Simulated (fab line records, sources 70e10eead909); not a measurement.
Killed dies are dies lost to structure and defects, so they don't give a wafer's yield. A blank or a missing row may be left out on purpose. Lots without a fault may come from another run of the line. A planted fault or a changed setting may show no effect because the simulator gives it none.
One fault seen from 2 desks | flow nand_harc | each desk has only its own numbers; what lay behind them comes last

THE TOOL OWNER'S DESK: lpcvd-02
The tool's own readings at NHARC_P_STI_HM_DEP_30 (deposits Si3N4, target thk 80 nm, time 873 s): means of the sampled wafers that have a number, for each lot that ran on this tool. A lot is out of limits, marked OUT, if its mean lies more than 4 standard deviations from the usual mean; the brackets give that distance.
Columns: A = spike_tc_lower_C at NHARC_P_STI_HM_DEP_30, usual 790.8 C; B = zone_power_upper_pct at NHARC_P_STI_HM_DEP_30, usual 13.7 %
lot  | first seen here | A     | B
L837 | day 2 14:57     | 791.6 | 15.3
L838 | day 3 01:34     | 790.2 | 15.1
L841 | day 4 08:58     | 791.7 | 15.1
L844 | day 5 14:26     | 790.7 | 15.0
L845 | day 5 23:38     | 790.8 | 15.2
L848 | day 7 04:50     | 791.0 | 15.1
L858 | day 11 10:05    | 789.8 | 12.2
L859 | day 11 21:16    | 790.9 | 15.3
This desk's finding: nothing out of limits on any of the 8 lots.

THE METROLOGY DESK
What the gauges read, lot by lot, whatever tool the lot ran on: means of the sampled wafers that have a number. A lot is out of limits, marked OUT, if its mean lies more than 4 standard deviations from the usual mean; the brackets give that distance.
Columns: A = cd_nm at NHARC_THIN_TSV_CD_MEAS_37, usual 4999.6 nm
lot  | first seen here | A
L837 | day 23 00:49    | 5001.0
L838 | day 24 04:06    | 4997.1
L839 | day 24 20:43    | 4999.4
L842 | day 26 02:44    | 5000.3
L841 | day 26 03:40    | 4997.7
L844 | day 26 17:05    | 4998.2
L856 | day 31 20:26    | 4997.5
L857 | day 31 21:35    | 5002.4
L858 | day 32 19:44    | 4998.0
L859 | day 32 21:22    | 4998.0
L860 | day 33 04:43    | 5000.7
This desk's finding: nothing out of limits on any of the 11 lots.

PUT TOGETHER
The tool owner's desk saw nothing out of limits.
The metrology desk saw nothing out of limits.

WHAT THE SIMULATOR HAD PUT IN
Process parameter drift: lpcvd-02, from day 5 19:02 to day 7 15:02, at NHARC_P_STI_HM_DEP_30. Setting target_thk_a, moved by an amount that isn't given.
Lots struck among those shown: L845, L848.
